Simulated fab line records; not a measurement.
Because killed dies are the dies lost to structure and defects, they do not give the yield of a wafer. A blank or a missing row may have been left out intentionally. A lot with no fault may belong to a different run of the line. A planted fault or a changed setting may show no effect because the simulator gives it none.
fab line records	flow nand-harc
record: lots: 12	wafers: 36	last-day: 24
route steps=1159 shown A_BLC@980 A_M0@994 END@1159
lots that met no fault: from a run of the same line without faults
start-h: hours from the record's first day to the start of the lot's first wafer shown	wait-h: hours since the lot's step before	" same as the row above	L1.1+2: a single row standing in for several wafers	- no value present, or no start provided	* or withheld: withheld	< > ~ a bound
route shown NAME@n: names a module that has steps shown in the file, with the first one's number in the route	usual: mean and standard deviation over wafers with no fault	same: alike in all rows	chamber/n: place in a boat	sites: the reading at each site	_std_site: standard deviation of those values	_edge_site: the outer-site mean with the inner-site mean subtracted	radius-mm: how far each site lies from the wafer's centre	mask NAME#n: copy n	behind: the tool/chamber that last shaped the wafer	hold: why the lot was held/for how many hours/how that ended	device: whichever transistor did not switch (one of n, p or np)	end of line: the route-end tests of the same wafers	for a step that has no rows: nothing shown but its recipe	killed: dies lost to structure and defects at the first sort, not the wafer's yield	map: shows each die of a wafer: x if killed, . if not, _ if none is there
set.NAME: the run value of the setting; set.NAME@STEP: its run value at that earlier step	model.NAME: the simulator's own value behind a step, which no gauge read
the route's steps for a sample of lots (tables are steps, rows are wafers)
services: from which hour (start-h, from the record's first day; less than 0 if before it) a tool's chamber was out of use, for how many hours, and why
== steps ==
step: NHARC_A_BLC_ETCH_18
recipe: target-depth-a: 9100	c4f8-flow-sccm: 20	o2-flow-sccm: 10	ar-flow-sccm: withheld	rf-w: 600	bias-w: 1500	chemistry: C4F8/O2/Ar
usual: oes-product-au: 0.947/0.022	rf-vpp-V: 978/7.3
lot.wafer	tool	chamber	start-h	wait-h	oes-product-au	rf-hours-counter-h	rf-vpp-V
L784.3	rie-diel-08	3	-	-	0.923	9	970
L784.5	"	0	"	"	0.929	-	984
L784.6	"	1	"	"	0.932	-	986
L785.4	rie-diel-10	3	-	-	0.963	6	986
L785.2	"	2	"	"	0.971	5	975
L785.5	"	0	"	"	0.984	-	972
L790.4	rie-diel-10	0	-	-	0.945	11	971
L790.2	"	1	"	"	0.960	10	980
L790.3	"	3	"	"	0.941	10	986
L791.4	rie-diel-08	1	-	-	0.981	13	986
L791.3	"	3	"	"	0.945	13	970
L791.6	"	1	"	"	0.974	-	986
L793.1	rie-diel-08	0	-	-	0.926	14	983
L793.5	"	1	"	"	0.934	-	986
L793.6	"	2	"	"	0.919	-	967
L796.4	rie-diel-08	2	-	-	0.918	17	967
L796.3	"	3	"	"	0.919	16	970
L796.5	"	0	"	"	0.917	-	983
L797.4	rie-diel-10	3	-	-	0.929	13	988
L797.1	"	0	"	"	0.928	14	971
L797.6	"	3	"	"	0.926	-	987
L799.2	rie-diel-08	1	-	-	0.968	1	985
L799.4	"	3	"	"	0.983	1	970
L799.5	"	1	"	"	0.955	-	987
L804.2	rie-diel-02	1	-	-	0.910	42	974
L804.6	"	2	"	"	0.924	-	970
L804.5	"	3	"	"	0.919	-	977
L800.3	rie-diel-10	3	-	-	0.936	17	987
L800.4	"	2	"	"	0.924	16	975
L800.5	"	3	"	"	0.939	-	987
L803.2	rie-diel-08	3	-	-	0.947	3	968
L803.3	"	0	"	"	0.929	2	985
L803.1	"	1	"	"	0.934	2	986
L802.2	rie-diel-10	0	-	-	0.936	20	970
L802.1	"	1	"	"	0.931	18	980
L802.5	"	0	"	"	0.930	-	971
step: NHARC_A_BLC_DEGAS_30
recipe: temp-c: 300	time-s: 60
usual: heater-power-w: 503/61
same: time-s: 60
lot.wafer	tool	chamber	start-h	wait-h	heater-power-w
L784.3	pvd-sputter-03	-	404.49	-	589
L784.5	"	-	"	"	595
L784.6	"	-	"	"	420
L785.2	pvd-sputter-02	-	406.18	-	513
L785.4	"	-	"	"	430
L785.5	"	-	"	"	517
L790.3	pvd-sputter-03	-	439.97	-	538
L790.2	"	-	"	"	481
L790.4	"	-	"	"	419
L791.3	pvd-sputter-03	-	440.43	-	417
L791.4	"	-	"	"	517
L791.6	"	-	"	"	426
L793.1	pvd-sputter-02	-	461.72	-	416
L793.5	"	-	"	"	428
L793.6	"	-	"	"	420
L796.4	pvd-sputter-01	-	468.13	-	506
L796.3	"	-	"	"	542
L796.5	"	-	"	"	545
L797.4	pvd-sputter-03	-	479.36	-	403
L797.1	"	-	"	"	533
L797.6	"	-	"	"	412
L799.2	pvd-sputter-03	-	495.22	-	411
L799.4	"	-	"	"	530
L799.5	"	-	"	"	605
L804.2	pvd-sputter-02	-	505.29	-	405
L804.6	"	-	"	"	422
L804.5	"	-	"	"	418
L800.3	pvd-sputter-01	-	505.89	-	463
L800.4	"	-	"	"	565
L800.5	"	-	"	"	534
L803.3	pvd-sputter-01	-	506.78	-	555
L803.2	"	-	"	"	511
L803.1	"	-	"	"	473
L802.1	pvd-sputter-03	-	516.36	-	535
L802.2	"	-	"	"	487
L802.5	"	-	"	"	537
step: NHARC_A_BLC_PVD_32
recipe: target-thk-a: 50	chamber-pressure-pa: 5	power-w: 5000	substrate-temp-c: 200	time-s: 17.7	material: Ti
usual: throttle-valve-pct: 30.6/0.86
same: time-s: 17.7
lot.wafer	tool	chamber	start-h	wait-h	throttle-valve-pct
L784.3	pvd-sputter-03	-	-	-	31.2
L784.5	"	-	"	"	30.3
L784.6	"	-	"	"	29.9
L785.4	pvd-sputter-02	-	-	-	30.2
L785.2	"	-	"	"	30.4
L785.5	"	-	"	"	31.7
L790.2	pvd-sputter-03	-	-	-	31.2
L790.3	"	-	"	"	30.3
L790.4	"	-	"	"	29.9
L791.4	pvd-sputter-03	-	-	-	29.6
L791.3	"	-	"	"	31.2
L791.6	"	-	"	"	30.0
L793.1	pvd-sputter-02	-	-	-	31.5
L793.5	"	-	"	"	31.8
L793.6	"	-	"	"	30.4
L796.4	pvd-sputter-01	-	-	-	31.8
L796.3	"	-	"	"	31.2
L796.5	"	-	"	"	29.3
L797.4	pvd-sputter-03	-	-	-	31.8
L797.1	"	-	"	"	30.2
L797.6	"	-	"	"	31.5
L799.4	pvd-sputter-03	-	-	-	31.8
L799.2	"	-	"	"	31.0
L799.5	"	-	"	"	29.9
L804.2	pvd-sputter-02	-	-	-	30.6
L804.6	"	-	"	"	30.8
L804.5	"	-	"	"	30.3
L800.3	pvd-sputter-01	-	-	-	29.8
L800.4	"	-	"	"	31.8
L800.5	"	-	"	"	29.4
L803.3	pvd-sputter-01	-	-	-	29.4
L803.2	"	-	"	"	32.2
L803.1	"	-	"	"	29.6
L802.1	pvd-sputter-03	-	-	-	30.6
L802.2	"	-	"	"	29.9
L802.5	"	-	"	"	30.7
step: NHARC_A_M0_DEP_00
recipe: target-thk-a: 1500	target-thk-nm: 150	temp-c: withheld	pressure-torr: 5	flow-sccm: 200	rf-w: 600	material: SiOC
usual: chamber-pressure-Torr: 4.999/0.01	rf-fwd-power-W: 598.6/1.7
lot.wafer	tool	chamber	start-h	wait-h	chamber-pressure-Torr	rf-fwd-power-W
L784.3	pecvd-01	1	409.89	0.1	5.004	594.3
L784.5	"	1	"	"	4.997	598.9
L784.6	"	2	"	"	4.977	599.5
L785.2	pecvd-02	1	410.35	0.1	5.010	598.7
L785.4	"	1	"	"	4.989	598.5
L785.5	"	2	"	"	4.989	599.0
L790.3	pecvd-02	1	441.48	0.1	-	-
L790.2	"	2	"	"	-	-
L790.4	"	2	"	"	-	-
L791.3	pecvd-02	2	441.96	0.2	-	-
L791.4	"	0	"	"	-	-
L791.6	"	1	"	"	-	-
L793.1	pecvd-02	0	475.47	0.2	5.002	595.0
L793.5	"	2	"	"	4.994	600.4
L793.6	"	0	"	"	5.002	596.5
L796.3	pecvd-01	0	476.35	0.1	4.992	600.6
L796.4	"	0	"	"	5.003	599.3
L796.5	"	1	"	"	5.004	601.5
L797.1	pecvd-02	1	484.09	0.2	4.986	595.4
L797.4	"	2	"	"	5.009	600.9
L797.6	"	0	"	"	4.985	598.2
L799.2	pecvd-02	2	497.12	0.1	5.002	599.2
L799.5	"	2	"	"	5.008	598.1
L799.4	"	0	"	"	4.999	597.7
L804.2	pecvd-02	2	510.66	0.3	5.000	598.0
L804.6	"	2	"	"	5.010	599.7
L804.5	"	0	"	"	4.999	598.3
L800.3	pecvd-01	1	511.11	0.3	5.000	599.3
L800.5	"	1	"	"	4.990	598.7
L800.4	"	2	"	"	5.005	599.0
L803.2	pecvd-01	0	514.12	0.1	4.987	600.1
L803.1	"	1	"	"	5.018	595.7
L803.3	"	2	"	"	5.017	599.9
L802.1	pecvd-04	0	517.91	0.1	5.010	598.0
L802.2	"	2	"	"	4.994	597.9
L802.5	"	1	"	"	5.011	597.8
step: NHARC_END_SORT_01
recipe: temp-c: 25
usual: defect-limited-yield: 95.2/1.6	killed-at-array: 29/11	killed-at-other: 0.7/1.1	killed-at-periphery: 3.1/2	killed-dies: 33/11	killed-open: 3.5/1.8	killed-short: 2.0/1.4	sort_bin_2_pct: 1.5/0.6	sort_bin_3_pct: 0.24/0.19	sort_bin_4_pct: 3.1/1.1	sort-n-pass: 644/11	sort-rim-yield-pct: 96.5/2.3	sort-yield-pct: 95.2/1.6
same: gross-dies: 677	sort_bin_5_pct[%]: 0	sort_bin_6_pct[%]: 0	sort_bin_7_pct[%]: 0	sort_bin_8_pct[%]: 0	sort-rim-n-gross: 106.00
lot.wafer	tool	chamber	start-h	wait-h	defect-limited-yield[%]	killed-at-array	killed-at-other	killed-at-periphery	killed-dies	killed-open	killed-short	sort_bin_2_pct[%]	sort_bin_3_pct[%]	sort_bin_4_pct[%]	sort-n-pass	sort-rim-yield-pct[%]	sort-yield-pct[%]
L791.3	prober-01	0	497.36	3.1	0	677	0	0	677	7	1	96.8	0.44	2.8	0	0	0
L791.4	prober-01	0	498.15	3.4	0	675	0	2	677	1	0	96.8	0.30	3.0	0	0	0
L791.6	prober-01	0	499.74	4.0	0	674	0	3	677	8	0	97.2	0.44	2.4	0	0	0
L790.2	prober-02	0	500.48	2.8	0	671	0	6	677	2	1	97.2	0.30	2.5	0	0	0
L790.3	prober-02	0	501.28	3.1	0	674	0	3	677	1	1	97.6	0	2.4	0	0	0
L790.4	prober-02	0	502.08	3.4	0	673	0	4	677	2	1	97.3	0.30	2.4	0	0	0
killed by level:class
L791.3 A_M0:area-dep=647 A_CHANNEL_HOLE_D1:chamber-film-flake=17 A_CONTACT:chamber-film-flake=3 A_SGD_CUT:geometric-particle:open=2 A_CONTACT:geometric-particle:open=2 A_M0:geometric-particle:open=2 A_STAIRCASE:chamber-film-flake=2 A_ONON_D1:geometric-particle:short=1
L791.4 A_M0:area-dep=652 A_CHANNEL_HOLE_D1:chamber-film-flake=17 A_STAIRCASE:chamber-film-flake=4 A_M0:geometric-particle:open=1 P_ZERO_WELL:chamber-film-flake=1 P_STI:chamber-film-flake=1 A_CONTACT:chamber-film-flake=1
L791.6 A_M0:area-dep=650 A_CHANNEL_HOLE_D1:chamber-film-flake=15 A_ONON_D1:geometric-particle:open=2 A_SGD_CUT:geometric-particle:open=2 P_ZERO_WELL:chamber-film-flake=2 P_CONTACT:geometric-particle:open=1 A_CONTACT:geometric-particle:open=1 A_M0:geometric-particle:open=1
L790.2 A_M0:area-dep=651 A_SLIT:chamber-film-flake=10 P_M2:chamber-film-flake=4 A_CONTACT:chamber-film-flake=4 A_CHANNEL_HOLE_D1:chamber-film-flake=2 P_M0:geometric-particle:open=1 A_SOURCE_PLATE:geometric-particle:short=1 A_M1:geometric-particle:open=1
L790.3 A_M0:area-dep=653 A_SLIT:chamber-film-flake=8 A_CONTACT:chamber-film-flake=5 P_M2:chamber-film-flake=2 A_CHANNEL_HOLE_D1:chamber-film-flake=2 A_STAIRCASE:chamber-film-flake=2 A_WL_FILL:chamber-film-flake=2 A_SGD_CUT:geometric-particle:open=1
L790.4 A_M0:area-dep=649 A_SLIT:chamber-film-flake=14 P_ZERO_WELL:chamber-film-flake=2 P_M2:chamber-film-flake=2 A_CHANNEL_HOLE_D1:chamber-film-flake=2 A_STAIRCASE:chamber-film-flake=2 A_CONTACT:chamber-film-flake=2 A_CHANNEL_HOLE_D1:geometric-particle:short=1
== services ==
tool	chamber	start-h	hours	kind
rie-diel-08	0	379.71	1.7	repair
pecvd-02	-	380.20	1.2	repair
rie-diel-10	1	388.27	5.3	repair
pvd-sputter-02	-	392.00	10.0	pm
rie-diel-02	2	393.04	4.7	repair
pecvd-01	-	418.13	13.0	pm
pecvd-04	1	431.88	16.8	repair
rie-diel-02	1	432.13	43.9	repair
pvd-sputter-02	-	436.22	5.5	repair
pvd-sputter-01	-	437.89	14.8	repair
rie-diel-08	0	442.76	4.8	repair
pecvd-01	-	451.43	0.3	repair
pvd-sputter-03	-	458.07	10.0	pm
rie-diel-10	1	459.71	2.5	repair
pecvd-04	-	462.40	1.7	repair
rie-diel-08	-	478.86	9.0	pm
rie-diel-02	0	485.24	6.7	repair
pecvd-01	0	499.95	3.5	repair
rie-diel-02	-	504.89	9.0	pm
rie-diel-08	-	506.49	0.3	repair
rie-diel-08	2	510.66	1.8	repair
rie-diel-10	3	510.96	4.1	repair
pvd-sputter-01	-	514.05	10.0	pm
pecvd-02	-	515.56	13.0	pm
== key ==
first-sign: step: NHARC_A_M0_DEP_00	reading: tool-record	direction: missing
effect: step: NHARC_END_SORT_01	reading: sort_bin_2_pct	direction: up	sigmas: 99+	usual: 1.5	struck: 97.1
more-kills-born-at: NHARC_A_M0_DEP_00@pecvd-02: 3902
met-at NHARC_A_M0_DEP_00
struck-lots L790,L791
later-rows-left-out L790.2,L790.3,L790.4,L791.3,L791.4,L791.6
not-acting-at NHARC_A_BLC_ETCH_18,NHARC_A_BLC_DEGAS_30,NHARC_A_BLC_PVD_32
onset-between 410.35 441.48
earlier-fault: kind: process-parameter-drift	tool: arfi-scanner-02	chamber: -	onset-h: 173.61	steps: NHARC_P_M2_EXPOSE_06	channel: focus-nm	offset: 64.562	spread-by-wafer: 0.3	shape: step
fault: kind: skipped-step-whole	tool: pecvd-02	chamber: -	onset-h: 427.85	steps: NHARC_A_M0_DEP_00	scope: struck-lots-only
later-rows-left-out: the simulator's readings of these wafers behind a module that went badly wrong aren't trusted and aren't shown, but for the sort
